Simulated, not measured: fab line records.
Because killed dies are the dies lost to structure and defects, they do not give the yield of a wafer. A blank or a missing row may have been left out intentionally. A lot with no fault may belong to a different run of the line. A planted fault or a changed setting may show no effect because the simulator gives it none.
Which tool was responsible? ; flow n5_finfet ; 9 lots with 27 wafers sampled at 2 steps, on a route of 1938 steps

== WHAT EACH GAUGE READ, for each wafer ==
N5_BEOL_M4_RS_MEAS_58: a four-point-probe measurement. Usual: M4_RS typically reads 0.674 ohm/sq, with standard deviation 0.024.
lot;measured;on;M4_RS (ohm/sq);flag
L821;day 11 01:37;film_metro-02;0.627 0.633 0.656;
L819;day 11 02:11;film_metro-02;0.671 0.651 0.667;
L823;day 11 16:57;film_metro-02;0.666 0.665 0.657;
L830;day 13 02:25;film_metro-01;0.659 0.683 0.652;
L833;day 14 08:14;film_metro-01;0.670 0.654 0.675;
L835;day 14 11:41;film_metro-01;0.768 0.728 0.718;
L836;day 14 12:06;film_metro-01;0.713 0.689 0.695;
L834;day 14 13:38;film_metro-01;0.706 0.704 0.696;
L837;day 16 04:29;film_metro-01;0.663 0.714 0.698;

N5_BEOL_M4_RC_MEAS_101. Usual: DIBL_N 36.5 mV/V, standard deviation 1.2; DIBL_P 36.5 mV/V, standard deviation 1.6; IOFF_N 0.162 nA/um, standard deviation 0.023; IOFF_P 0.221 nA/um, standard deviation 0.03; ION_N 678 uA/um, standard deviation 8; ION_P 466 uA/um, standard deviation 6.3; SS_N 71.6 mV/dec, standard deviation 0.46; SS_P 73.3 mV/dec, standard deviation 0.57; VT_N 249.2 mV, standard deviation 2.6; VT_P -249 mV, standard deviation 3.3.
lot;measured;on;DIBL_N (mV/V);DIBL_P (mV/V);IOFF_N (nA/um);IOFF_P (nA/um);ION_N (uA/um);ION_P (uA/um);SS_N (mV/dec);SS_P (mV/dec);VT_N (mV);VT_P (mV);flag
L821;day 11 01:40;prober-02;36.6 37.0 36.9;38.9 39.9 39.0;0.186 0.209 0.191;0.239 0.253 0.232;683 693 682;467 470 470;71.1 71.8 71.4;74.4 73.7 73.8;248.0 244.0 246.5;-248 -245 -248;
L819;day 11 02:35;prober-02;35.9 38.2 34.9;36.2 38.8 34.9;0.143 0.187 0.126;0.197 0.249 0.177;676 691 664;470 468 458;71.2 71.9 71.0;73.5 74.2 73.4;251.3 247.9 253.5;-252 -249 -254;
L823;day 11 17:19;prober-01;35.5 35.6 34.5;36.4 35.9 34.3;0.156 0.150 0.128;0.206 0.193 0.184;684 678 677;467 459 465;71.7 71.8 71.5;72.9 73.1 73.3;251.6 252.3 252.6;-251 -254 -252;
L830;day 13 02:37;prober-01;36.6 36.0 37.1;36.6 36.7 37.6;0.161 0.152 0.177;0.226 0.232 0.246;682 670 686;467 466 471;71.9 71.6 71.3;73.1 73.4 72.5;251.7 251.2 247.3;-247 -251 -246;
L833;day 14 08:17;prober-02;35.0 35.2 36.1;36.7 35.8 37.5;0.145 0.135 0.160;0.218 0.209 0.250;684 681 686;475 474 481;71.1 71.5 71.6;73.9 73.2 73.1;249.7 251.7 249.6;-248 -251 -246;
L835;day 14 11:44;prober-01;36.2 35.3 34.6;38.9 38.1 36.3;0.194 0.165 0.152;0.254 0.232 0.215;695 677 678;471 464 465;72.0 72.7 71.9;73.8 72.7 73.0;247.0 248.3 251.2;-246 -248 -247;
L836;day 14 12:09;prober-02;38.8 36.4 38.4;39.4 36.0 38.4;0.225 0.173 0.204;0.302 0.244 0.288;700 682 687;475 471 479;72.1 71.6 71.8;74.0 72.6 74.0;243.9 246.0 246.0;-244 -245 -244;
L834;day 14 13:41;prober-01;36.9 35.9 35.0;36.6 36.2 35.2;0.173 0.165 0.147;0.202 0.208 0.184;686 693 682;460 468 463;71.6 71.5 70.8;73.0 73.9 72.8;248.1 248.6 249.1;-253 -250 -251;
L837;day 16 04:32;prober-01;38.0 37.1 36.0;36.7 35.6 34.9;0.167 0.155 0.138;0.214 0.203 0.189;674 677 672;462 465 464;72.0 71.5 71.7;74.3 72.9 73.1;246.7 248.8 250.6;-249 -250 -249;

== WHAT TOOL EACH LOT RAN ON (gives the tool, then ch and the chambers of the sampled wafers, and finally the start) ==
Record: no process step prior to these readings.

== AS READ BY THE TOOLS THEMSELVES (means over the sampled wafers that have a number; for cases with no such wafer, the mark the record gives instead) ==
The record holds no such reading with a usual standard deviation.

== THE ANSWER, worked out from the rows above alone ==
Rule: a lot is off if the mean of its wafers that have a number lies more than 3 standard deviations from the usual mean. Also off: a lot with no number at a reading for which 4 or more lots have one. The other lots that the step has rows for count as sound. The gauges are gone through in route order, then the tools' own readings, and for those a lot's mean is taken as printed above. At the first step where some lot is off, the reading lying furthest off is the one used; lots without a number count as furthest.
None of the lots is off at any reading shown; this tells nothing.

== WHAT HAD BEEN PUT IN BY THE SIMULATOR ==
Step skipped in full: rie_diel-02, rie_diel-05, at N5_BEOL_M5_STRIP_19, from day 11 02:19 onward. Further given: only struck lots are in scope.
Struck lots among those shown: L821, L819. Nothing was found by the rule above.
